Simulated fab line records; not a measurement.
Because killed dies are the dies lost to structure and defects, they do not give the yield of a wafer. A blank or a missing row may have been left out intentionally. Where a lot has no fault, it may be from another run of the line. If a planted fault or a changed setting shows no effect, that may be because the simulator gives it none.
Code-filled problem report in 8D (eight disciplines) form | flow nand-harc | the parts of the form that need people (team, actions taken, sign-off) are left out

1. WHAT IS WRONG
At NHARC_A_CHANNEL_HOLE_D2_CD_MEAS_10, cd-nm averages 83.1 nm over 6 wafers from 2 lots, while fault-free wafers read 100.0 nm, standard deviation 0.46. Relative to the usual mean, that is a shift of -37 standard deviations.
The step: target cd 100 nm.
The first sign was on wafer L569.2 at day 19 18:20, on cd-sem-02. Wafers with a number at this step in the record: 30, from 10 lots. The rule behind "out" and "out of limits": a value lying over 4 standard deviations away from the usual mean. All remaining wafers that have a number are taken as sound.

2. WHAT IT IS; WHAT IT IS NOT
question                    | is                     | is not
which readings at this step | cd-nm                  | -
which lots                  | L569, L571             | L553, L555, L562, L566, L568, L572, L573, L574
which wafers of those lots  | all that have a number | -
read on which gauges        | cd-sem-01, cd-sem-02   | cd-sem-03
when                        | from day 19 18:20      | up to then (15 sound wafers); but 9 sound wafers of L572, L573, L574 came after

3. THE SUSPECTS, EACH WITH WHAT RULES IT OUT
Counting: a tool at a process step up to the reading stays a suspect if it ran every lot that is out and no sound lot after the first of them.
- the gauge at NHARC_A_CHANNEL_HOLE_D2_CD_MEAS_10 is ruled out. The wafers that are out were read on 2 gauges (cd-sem-01, cd-sem-02).
- arfi-scanner-02 at NHARC_A_CHANNEL_HOLE_D2_EXPOSE_07 (exposes mask HOLE D2, target cd 100 nm): kept. All lots that are out passed through it, beginning with L569 at day 19 18:12, and no sound lot followed; its final sound lot before that point was L566 at day 18 10:59. Its own readings are out on those wafers: exposure-dose-mJ-cm2.
Remaining after the count: arfi-scanner-02 at NHARC_A_CHANNEL_HOLE_D2_EXPOSE_07.

4. THE CAUSE (what the simulator had put in)
Drift in process parameters on arfi-scanner-02 at NHARC_A_CHANNEL_HOLE_D2_EXPOSE_07, starting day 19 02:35. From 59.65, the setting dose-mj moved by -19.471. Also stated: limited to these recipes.
Only this tool survived the counting.

5. SEQUENCE OF EFFECTS, ordered by route
Each row: a reading where the mean over the struck wafers with a number is more than 3 standard deviations away from the usual. Readings are gone through only where the record gives a usual standard deviation; hours: the median, over the lots, of the time from a lot's start at the first step in this table giving one to that lot's start at this step; sigmas: the change measured in usual standard deviations.
hours | step                               | reading              | usual    | on struck wafers | change | sigmas
0     | NHARC_A_CHANNEL_HOLE_D2_EXPOSE_07  | exposure-dose-mJ-cm2 | 59.80    | 42.14            | -17.66 | -65
0     | NHARC_A_CHANNEL_HOLE_D2_CD_MEAS_10 | cd-nm                | 100.0 nm | 83.1             | -16.9  | -37
10    | NHARC_A_CHANNEL_HOLE_D2_CD_MEAS_18 | cd-nm                | 98.8 nm  | 81.0             | -17.8  | -11
20    | NHARC_A_CHANNEL_HOLE_D2_CD_MEAS_31 | cd-nm                | 89.9 nm  | 73.0             | -16.9  | -15
25    | NHARC_A_CHANNEL_HOLE_D2_XSEM_32    | bot-cd-nm            | 74.4 nm  | 57.0             | -17.4  | -14
308   | NHARC_END_SORT_01                  | killed-at-array      | 58       | 352              | +294   | +15
308   | NHARC_END_SORT_01                  | killed-dies          | 63       | 358              | +295   | +15
Here are the process steps it includes:
- NHARC_A_CHANNEL_HOLE_D2_EXPOSE_07: exposes mask HOLE D2, target cd 100 nm.
- NHARC_A_CHANNEL_HOLE_D2_XSEM_32
At these later measuring or inspecting steps, every struck wafer for which the step has a row has a number for every such reading, and none has moved that far: NHARC_A_CHANNEL_HOLE_D2_INSPECT_12.

6. WHAT WOULD HAVE CAUGHT IT SOONER
In this record the first reading out of limits at a measuring or inspecting step was taken at day 19 18:20, 16 hours after the fault began at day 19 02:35.
The tool's own readings at NHARC_A_CHANNEL_HOLE_D2_EXPOSE_07 were out on every struck wafer that the step has a row for (exposure-dose-mJ-cm2): an alarm limit on them would have fired on the first of those.
L571, from the lots that are out (2), started NHARC_A_CHANNEL_HOLE_D2_EXPOSE_07 on arfi-scanner-02 later than day 19 18:20. It would have been spared by a hold on the tool at that moment.
